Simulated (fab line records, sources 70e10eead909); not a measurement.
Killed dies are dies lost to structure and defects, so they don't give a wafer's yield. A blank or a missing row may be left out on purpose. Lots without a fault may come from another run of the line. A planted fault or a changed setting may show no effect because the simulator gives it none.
Chamber matching | flow nand_harc | NHARC_P_M0_STRIP_18 on rie_diel-09: 4 sister chambers
The step strips in N2/H2. 24 wafers are shown with their chamber, then 12 later ones without.

WAFERS WITH THEIR CHAMBER
wafer  | chamber | drypump_motor_current_A (A) | showerhead_plenum_p_Torr (Torr) | rf_vpp_V (V)
L077.3 | 2       | 6.4                         | 2.09                            | 90.7
L077.4 | 3       | 5.7                         | 1.90                            | 89.0
L077.5 | 0       | 6.4                         | 1.95                            | 89.8
L078.2 | 0       | 6.4                         | 1.95                            | 88.8
L078.3 | 2       | 6.3                         | 2.09                            | 91.2
L078.6 | 3       | 5.7                         | 1.90                            | 89.6
L079.1 | 1       | 5.6                         | 2.17                            | 91.5
L079.2 | 0       | 6.4                         | 1.95                            | 89.1
L079.6 | 0       | 6.4                         | 1.95                            | 90.9
L081.1 | 1       | 5.6                         | 2.17                            | 93.6
L081.4 | 2       | 6.3                         | 2.09                            | 90.1
L081.6 | 2       | 6.3                         | 2.09                            | 90.5
L082.2 | 0       | 6.4                         | 1.94                            | 90.7
L082.5 | 2       | 6.3                         | 2.09                            | 91.4
L082.6 | 1       | 5.6                         | 2.17                            | 89.7
L084.3 | 0       | 6.4                         | 1.94                            | 89.6
L084.4 | 1       | 5.6                         | 2.16                            | 90.9
L084.5 | 2       | 6.3                         | 2.08                            | 91.9
L088.3 | 0       | 6.4                         | 1.94                            | 90.8
L088.4 | 1       | 5.6                         | 2.16                            | 91.9
L088.6 | 1       | 5.6                         | 2.16                            | 91.0
L089.4 | 1       | 5.6                         | 2.16                            | 91.6
L089.5 | 0       | 6.4                         | 1.94                            | 90.1
L089.6 | 3       | 5.7                         | 1.89                            | 90.0

SIGNATURES (means of the wafers above)
reading                  | chamber 0 | chamber 1 | chamber 2 | chamber 3 | scatter within a chamber
drypump_motor_current_A  | 6.400     | 5.600     | 6.317     | 5.700     | 0.0204
showerhead_plenum_p_Torr | 1.9450    | 2.1643    | 2.0883    | 1.8967    | 0.00511
rf_vpp_V                 | 89.975    | 91.457    | 90.967    | 89.533    | 0.88
Rule: a wafer's distance from a chamber is the root of the sum, over the readings, of the square of ((its reading less the chamber's mean) divided by the reading's scatter). The wafer belongs to the nearest chamber; if the next one is less than 2 further off, it can't be placed. The scatter: the root of (the sum of the squares of (reading less its chamber's mean) over the shown wafers, divided by (wafers less chambers)).

WAFERS WITHOUT THEIR CHAMBER
wafer  | drypump_motor_current_A (A) | showerhead_plenum_p_Torr (Torr) | rf_vpp_V (V)
L090.1 | 6.4                         | 1.94                            | 91.1
L090.4 | 5.7                         | 1.89                            | 89.4
L090.6 | 5.6                         | 2.16                            | 91.7
L092.3 | 5.7                         | 1.89                            | 90.1
L092.4 | 6.3                         | 2.08                            | 92.0
L092.5 | 6.4                         | 1.94                            | 91.0
L095.3 | 5.7                         | 1.89                            | 90.7
L095.5 | 5.7                         | 1.89                            | 89.7
L095.6 | 6.4                         | 1.94                            | 89.1
L097.3 | 5.6                         | 2.16                            | 92.2
L097.5 | 5.6                         | 2.16                            | 90.3
L097.6 | 6.4                         | 1.94                            | 90.2

WHICH CHAMBER EACH WENT THROUGH
wafer  | from the rows above | in truth
L090.1 | 0                   | 0
L090.4 | 3                   | 3
L090.6 | 1                   | 1
L092.3 | 3                   | 3
L092.4 | 2                   | 2
L092.5 | 0                   | 0
L095.3 | 3                   | 3
L095.5 | 3                   | 3
L095.6 | 0                   | 0
L097.3 | 1                   | 1
L097.5 | 1                   | 1
L097.6 | 0                   | 0
Placed correctly: 12 of 12. Can't be placed from these rows: 0. Placed wrongly: 0.
